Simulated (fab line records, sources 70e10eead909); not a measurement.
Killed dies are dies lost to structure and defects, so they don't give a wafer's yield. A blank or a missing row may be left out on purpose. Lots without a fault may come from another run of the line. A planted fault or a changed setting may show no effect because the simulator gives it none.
Chamber matching | flow nand_harc | NHARC_A_CONTACT_ALD_18 on ald_metal-03: 4 sister chambers
The step deposits TiN, target thk 3 nm, pulse time 1 s, ald cycles 150. 14 wafers are shown with their chamber, then 7 later ones without.

WAFERS WITH THEIR CHAMBER
wafer  | chamber | heater_power_w (W) | precursor_pulse_height_rel
L074.4 | 1       | 1104               | 0.974
L074.5 | 0       | 1161               | 0.982
L074.6 | 2       | 1101               | 1.001
L076.1 | 2       | 1078               | 1.012
L076.4 | 2       | 1096               | 0.988
L076.6 | 2       | 1116               | 1.013
L080.1 | 3       | 1036               | 0.988
L080.2 | 1       | 1088               | 0.987
L080.3 | 2       | 1112               | 0.985
L087.4 | 2       | 1091               | 1.005
L087.5 | 0       | 1188               | 0.997
L087.6 | 3       | 1047               | 1.001
L090.2 | 1       | 1119               | 1.017
L090.4 | 2       | 1085               | 1.002

SIGNATURES (means of the wafers above)
reading                    | chamber 0 | chamber 1 | chamber 2 | chamber 3 | scatter within a chamber
heater_power_w             | 1174.50   | 1103.67   | 1097.00   | 1041.50   | 14.3
precursor_pulse_height_rel | 0.98950   | 0.99267   | 1.00086   | 0.99450   | 0.0137
Rule: a wafer's distance from a chamber is the root of the sum, over the readings, of the square of ((its reading less the chamber's mean) divided by the reading's scatter). The wafer belongs to the nearest chamber; if the next one is less than 2 further off, it can't be placed. The scatter: the root of (the sum of the squares of (reading less its chamber's mean) over the shown wafers, divided by (wafers less chambers)).

WAFERS WITHOUT THEIR CHAMBER
wafer  | heater_power_w (W) | precursor_pulse_height_rel
L090.5 | 1041               | 1.001
L094.1 | 1128               | 0.973
L094.4 | 1148               | 0.981
L094.6 | 1177               | 1.049
L097.1 | 1103               | 0.986
L097.2 | 1165               | 0.992
L097.6 | 1087               | 0.987

WHICH CHAMBER EACH WENT THROUGH
wafer  | from the rows above          | in truth
L090.5 | 3                            | 3
L094.1 | can't be placed: 1 or 2 or 0 | 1
L094.4 | can't be placed: 0 or 1 or 2 | 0
L094.6 | 0                            | 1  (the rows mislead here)
L097.1 | can't be placed: 1 or 2      | 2
L097.2 | 0                            | 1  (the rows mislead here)
L097.6 | can't be placed: 2 or 1 or 3 | 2
Placed correctly: 1 of 7. Can't be placed from these rows: 4 (the true chamber is among the candidates in 4). Placed wrongly: 2.
